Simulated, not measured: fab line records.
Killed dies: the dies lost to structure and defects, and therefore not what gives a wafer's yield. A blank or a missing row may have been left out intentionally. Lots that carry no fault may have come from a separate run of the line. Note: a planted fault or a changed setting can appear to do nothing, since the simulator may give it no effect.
Which of the tools did it? / flow n5Finfet / at 1 step of a route of 1938, 12 lots with 36 wafers sampled

## WHAT THE GAUGES READ, wafer by wafer
N5_BEOL_M1_INSPECT_30: inspects for defects (brightfield).
lot=L075; measured=day 6 16:10; on=defectInspect-02; rawDefectCount=396 287 282
lot=L077; measured=day 6 22:11; on=defectInspect-02; rawDefectCount=410 273 282
lot=L079; measured=day 7 10:20; on=defectInspect-01; rawDefectCount=487 303 502
lot=L081; measured=day 8 00:02; on=defectInspect-01; rawDefectCount=393 542 362
lot=L083; measured=day 8 12:22; on=defectInspect-02; rawDefectCount=310 352 354
lot=L085; measured=day 9 03:10; on=defectInspect-01; rawDefectCount=444 331 383
lot=L087; measured=day 9 09:07; on=defectInspect-01; rawDefectCount=539 499 438
lot=L089; measured=day 10 00:21; on=defectInspect-02; rawDefectCount=416 381 385
lot=L091; measured=day 10 11:16; on=defectInspect-02; rawDefectCount=356 372 306
lot=L093; measured=day 10 22:09; on=defectInspect-01; rawDefectCount=547 336 396
lot=L095; measured=day 11 05:56; on=defectInspect-02; rawDefectCount=375 402 413
lot=L097; measured=day 11 18:02; on=defectInspect-01; rawDefectCount=606 417 432

## TOOL THAT RAN EACH LOT (tool first, then ch and the chambers of the sampled wafers, then the start)
The record holds no process step before these readings.

## THE ANSWER, worked out from the rows above alone
Rule: what is usual is taken from the lots themselves. The widest of any qualifying gaps counts: lots, ordered by their means at a reading, are off when they make up no more than a third of the lots, leave a main group of 4 or more, and stand apart from it by 3 or more times the standard deviation of that group's means. The tables above print the reading to a certain number of digits; a main group whose means all agree to those digits is not used. A lot without any number at a reading at which 4 lots or more have one is off too. Where the step has rows for the other lots, those lots are counted as sound.
Across all readings shown, no lot is off: no conclusion can be drawn from this.

## WHAT THE SIMULATOR PUT IN
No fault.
